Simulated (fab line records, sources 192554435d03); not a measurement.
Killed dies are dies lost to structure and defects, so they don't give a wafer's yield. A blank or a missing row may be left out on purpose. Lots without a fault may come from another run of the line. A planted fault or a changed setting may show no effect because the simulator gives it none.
A struck lot beside a sound one | flow n5_finfet | 15 steps out of a route of 1938
Sound: wafers L464.3, L464.5, L464.6. Struck: wafer L475.6. (L475.2 of the same lot was not struck and is left out.) The cause comes at the end.
At each step with rows: each side's tool, then ch and its chambers, then its first start. Under that, the readings that differ: sound wafers | struck wafers | difference of the means | sigmas: that difference in standard deviations of wafers without a fault.
alike: readings whose means differ by less than 2 such deviations, and words and numbers that are the same on both sides. not compared: withheld readings, readings that some wafer has no value for, bounds like >300 that may hide the same value, and numbers for which the record gives no deviation and whose values overlap.
The two part at a step that has a row with sigmas, a row that says differs or no value, or rows on one side only. Numbers that don't overlap but have no deviation are shown without sigmas and don't part them. A reading that every wafer of one side lacks parts them only if that side has two wafers or more.

first, 2 steps without rows for these wafers: N5_BEOL_M13_TRENCH_ETCH_34 (etches SiOC in C4F8/O2/Ar, target depth 413.47 nm, time 162.6 s); N5_BEOL_M13_STRIP_70 (strips in C4F8/O2/Ar).
N5_BEOL_M13_OCD_MEAS_35:
  sound on ocd-01, day 10 08:25; struck on ocd-02, day 13 07:53
  alike: trench_depth_nm
N5_BEOL_M13_STRIP_37: strips in N2/H2.
  sound on plasma_asher-02 ch 0,1, day 10 08:28; struck on plasma_asher-02 ch 1, day 13 07:55
  alike: drypump_motor_current_A, heater_power_w, n2_flow_sccm, oes_product_au
  not compared: rf_hours_counter_h
N5_BEOL_M13_ETCH_38: etches SiCN in CF4/N2, target depth 67.5 nm, time 71.9 s.
  sound on rie_diel-05 ch 0,1,3, day 10 11:12; struck on rie_diel-06 ch 3, day 13 08:23
  reading                         | sound             | struck | difference | sigmas
  rf_vpp_V (V)                    | 384.5 384.0 383.7 | 377.5  | -6.6       | -3
  showerhead_plenum_p_Torr (Torr) | 2.26 2.24 2.22    | 2.03   | -0.21      | -3
  alike: drypump_motor_current_A, n2_flow_sccm, oes_product_au, throttle_valve_pct
  not compared: rf_hours_counter_h
then, 2 steps without rows for these wafers: N5_BEOL_M13_PRECLEAN_39 (cleans in residue remover, time 60 s); N5_BEOL_M13_SRD_40 (time 30 s, dry time 30 s).
N5_BEOL_M13_DEGAS_41: time 60 s.
  sound on pvd_sputter-03, day 10 11:43; struck on pvd_sputter-03, day 13 08:43
  alike: heater_power_w
then, 1 step without rows for these wafers: N5_BEOL_M13_PRE_CLEAN_42 (time 30 s).
N5_BEOL_M13_SPUTTER_43: material TaN, target thk 15 nm, time 24.19 s.
  sound on pvd_sputter-03, day 10 11:48; struck on pvd_sputter-03, day 13 08:47
  alike: throttle_valve_pct
then, 1 step without rows for these wafers: N5_BEOL_M13_SPUTTER_44 (material Ta, target thk 10 nm, time 16.13 s).
N5_BEOL_M13_SPUTTER_45: material Cu, target thk 80 nm, time 13.33 s.
  sound on pvd_sputter-03, day 10 11:58; struck on pvd_sputter-03, day 13 08:57
  alike: throttle_valve_pct
N5_BEOL_M13_ECD_47: material Cu, target thk 936 nm.
  sound on ecd_cu-02 ch 0,1, day 10 12:07; struck on ecd_cu-01 ch 0, day 13 09:04
  reading                                 | sound           | struck | difference | sigmas
  model.Cu_of_BEOL_M13_ECD_47.thk_nm (nm) | 944.8 946 944.8 | 1826   | +881       |
then, 1 step without rows for these wafers: N5_BEOL_M13_ANNEAL_48 (time 90 s).
N5_PASSIVATION_PROBE_49:
  the record has rows for the struck wafers here (prober-02, day 14 16:42) and none for the sound ones

WHERE THEY PART
First at N5_BEOL_M13_ETCH_38; last, within this record, at N5_PASSIVATION_PROBE_49.

WHY: what the simulator had put in
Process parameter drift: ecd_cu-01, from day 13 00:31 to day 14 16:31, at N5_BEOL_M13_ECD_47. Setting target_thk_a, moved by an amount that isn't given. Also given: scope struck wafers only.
